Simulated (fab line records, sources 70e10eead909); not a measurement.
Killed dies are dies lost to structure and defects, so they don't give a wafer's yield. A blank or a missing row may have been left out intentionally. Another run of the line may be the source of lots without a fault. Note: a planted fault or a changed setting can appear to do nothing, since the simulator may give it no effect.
Comparing a struck lot with a sound one -- flow nand-harc -- 15 steps out of a route of 1302
Sound: these wafers, L303.1, L303.3, L303.5. Wafers L311.4, L311.6 were the ones struck. Last of all comes the cause.
At each step with rows: each side's tool, then ch and its chambers, then its first start. Under that, the readings that differ: sound wafers -- struck wafers -- difference of the means -- sigmas: that difference in standard deviations of wafers without a fault.
alike: same words and numbers on both sides, and readings whose means sit less than 2 such deviations apart. not compared: any withheld reading, any reading some wafer has no value for, any bound like >300 that may hide the same value, and any number with overlapping values for which the record gives no deviation.
The two part at a step that has a row with sigmas, a row that says differs or no value, or rows on one side only. Numbers that don't overlap but have no deviation are shown without sigmas and don't part them. A reading that every wafer of one side lacks parts them only if that side has two wafers or more.

first, 1 step without rows for these wafers: NHARC_A_CONTACT_DEVELOP_07 (develop time 35 s).
NHARC_A_CONTACT_CD_MEAS_08: target cd 200 nm.
  sound on cd-sem-03 ch 0, day 22 23:59; struck on cd-sem-03 ch 0, day 27 07:24
  alike: cd-nm
NHARC_A_CONTACT_OVL_MEAS_09:
  sound on overlay-01, day 23 00:05; struck on overlay-01, day 27 07:29
  alike: overlay-x-nm, overlay-y-nm
NHARC_A_CONTACT_INSPECT_10:
  sound on defect-inspect-02, day 23 00:07; struck on defect-inspect-01, day 27 07:31
  alike: raw-defect-count
NHARC_A_CONTACT_DESCUM_13: chemistry O2, time 3 s.
  sound on rie-diel-13 ch 0,3, day 23 00:11; struck on rie-diel-04 ch 0,3, day 27 07:37
  alike: chamber-pressure-mTorr, drypump-motor-current-A, oes-product-au, rf-vpp-V, showerhead-plenum-p-Torr, throttle-valve-pct
  not compared: rf-hours-counter-h
NHARC_A_CONTACT_ETCH_88: etches the open film in CF4, target depth 39 nm, time 65 s.
  sound on rie-diel-13 ch 1,2, day 23 00:16; struck on rie-diel-04 ch 0,1, day 27 07:41
  alike: chamber-pressure-mTorr, drypump-motor-current-A, oes-product-au, rf-vpp-V, run-length-s, showerhead-plenum-p-Torr, throttle-valve-pct
  not compared: rf-hours-counter-h
then, 2 steps without rows for these wafers: NHARC_A_CONTACT_ETCH_89 (etches the open film in N2/H2, target depth 260 nm, time 475.3 s); NHARC_A_CONTACT_ETCH_30 (etches the open film in CF4/CHF3, target depth 72.6 nm, time 36.3 s).
NHARC_A_CONTACT_ETCH_31: etches the open film in O2/COS, target depth 2800 nm, time 728 s.
  sound: rie-diel-13 ch 1,2,3; struck: rie-diel-04 ch 0,3
  alike: chamber-pressure-mTorr, drypump-motor-current-A, oes-product-au, rf-vpp-V, run-length-s, showerhead-plenum-p-Torr, throttle-valve-pct
  not compared: rf-hours-counter-h
then, 2 steps without rows for these wafers: NHARC_A_CONTACT_ETCH_134 (etches the open film in C4F8/O2/Ar, time 140 s, target depth 700 nm); NHARC_A_CONTACT_ETCH_135 (etches the open film in C4F8/O2/Ar, time 311 s, target depth 1912 nm).
NHARC_A_CONTACT_ETCH_136: etches the open film in C4F8/O2/Ar, time 311 s, target depth 1912 nm.
  sound on har-cap-etch-02 ch 0,1, day 23 01:47; struck on har-cap-etch-03 ch 0, day 27 09:21
  alike: chamber-pressure-mTorr
  not compared: rf-hours-counter-h, run-length-s
NHARC_A_CONTACT_ETCH_137: etches the open film in C4F8/O2/Ar, time 311 s, target depth 1912 nm.
  sound on har-cap-etch-02 ch 0,1, day 23 02:04; struck on har-cap-etch-03 ch 0, day 27 09:37
reading,sound,struck,difference,sigmas
run-length-s (s),311 311 311,533.23 533.23,+222.23,
  alike: chamber-pressure-mTorr
  not compared: rf-hours-counter-h
NHARC_A_CONTACT_ETCH_138: etches the open film in C4F8/O2/Ar, time 311 s, target depth 1914 nm.
  sound on har-cap-etch-02 ch 0,1, day 23 02:20; struck on har-cap-etch-03 ch 0
  alike: chamber-pressure-mTorr
  not compared: rf-hours-counter-h, run-length-s
-- the record jumps here: 2 days lie between the struck wafers' starts before and after (it left off in module A_CONTACT and takes up again in module END, whose first step shown is number 1302 of the route) --
NHARC_END_SORT_01:
  here the record holds rows for the struck wafers (prober-02 ch 0, day 29 15:07) but none for the sound ones

== WHERE THEY PART ==
At NHARC_END_SORT_01 and nowhere else, as far as this record goes.

WHY: the cause the simulator had injected
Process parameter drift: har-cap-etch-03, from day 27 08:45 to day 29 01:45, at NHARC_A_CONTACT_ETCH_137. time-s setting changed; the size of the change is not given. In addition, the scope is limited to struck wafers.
